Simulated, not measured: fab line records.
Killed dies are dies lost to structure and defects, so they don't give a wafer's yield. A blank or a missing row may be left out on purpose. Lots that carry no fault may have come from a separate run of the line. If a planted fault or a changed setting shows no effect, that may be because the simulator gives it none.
8D (eight disciplines) problem report, filled in by code	flow nand harc	the parts of the form that need people (team, actions taken, sign-off) are left out

1. WHAT IS WRONG
At NHARC_THIN_TSV_DEP_43, rf fwd power W averages 1041.3 W over 6 wafers from 2 lots, while fault-free wafers read 898.0 W, standard deviation 2.6. That puts it +55 standard deviations away from the usual mean.
The step: deposits SiO2, target thk 1328.5 nm.
First seen on wafer L994.1, day 31 11:52, on pecvd-04. Wafers with a number at this step in the record: 33, from 11 lots. The rule behind "out" and "out of limits": a value lying over 4 standard deviations away from the usual mean. The rest of the wafers with a number are treated as sound.

2. WHAT IT IS, WHAT IT ISN'T
question	is	is not
which readings at this step	rf fwd power W	flow sccm, throttle valve pct
which lots	L994, L995	L976, L977, L978, L980, L982, L983, L984, L985, L996
which wafers of those lots	all that have a number	-
read on which tools	pecvd-04	pecvd-01, pecvd-03
when	from day 31 11:52	up to then (24 sound wafers); but 3 sound wafers of L996 came after

3. SUSPECTS, AND WHAT RULES EACH OUT
Counting: a tool at any process step up to the reading remains a suspect when it ran all the lots that are out and ran no sound lot after the first of those.
- rie diel-12 at NHARC_A_BONDPAD_DESCUM_11 (chemistry O2, time 3 s): ruled out as a lasting fault. The sound lots L996 went through it after L994, its earliest lot that is out (day 30 21:40).
- rie diel-01 at NHARC_HYBRID_BOND_ACTIVATE_00 (chemistry N2, time 60 s): kept. All lots that are out passed through it, beginning with L994 at day 31 00:18, and no sound lot followed; its final sound lot before that point was L984 at day 26 15:19.
- pecvd-04 at NHARC_THIN_TSV_DEP_43 (deposits SiO2, target thk 1328.5 nm): kept. All lots that are out passed through it, beginning with L994 at day 31 11:52, and no sound lot followed; its final sound lot before that point was L985 at day 26 23:25. Out on those wafers are its own readings of rf fwd power W.
After counting, rie diel-01 at NHARC_HYBRID_BOND_ACTIVATE_00 and pecvd-04 at NHARC_THIN_TSV_DEP_43 remain.

4. THE CAUSE (what the simulator had put in)
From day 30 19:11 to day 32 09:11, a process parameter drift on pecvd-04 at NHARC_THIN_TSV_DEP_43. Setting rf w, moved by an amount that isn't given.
After counting, 2 suspects remain, this tool included.

5. THE EFFECT CHAIN, in route order
One row per reading whose mean, taken over the struck wafers that have a number, lies over 3 standard deviations from the usual. Readings are gone through only where the record gives a usual standard deviation; hours: the median, over the lots, of the time from a lot's start at the first step in this table giving one to that lot's start at this step; sigmas: the change measured in usual standard deviations.
hours	step	reading	usual	on struck wafers	change	sigmas
0	NHARC_THIN_TSV_DEP_43	rf fwd power W	898.0 W	1041.3	+143.3	+55
Here are the process steps it includes:
- NHARC_THIN_TSV_DEP_43: deposits SiO2, target thk 1328.5 nm.
At these later measuring or inspecting steps, every struck wafer for which the step has a row has a number for every such reading, and none has moved that far: NHARC_END_SORT_01.

6. HOW IT WOULD HAVE BEEN CAUGHT EARLIER
17 hours passed between the start of the fault at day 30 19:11 and the first reading out of limits in this record, taken at day 31 11:52.
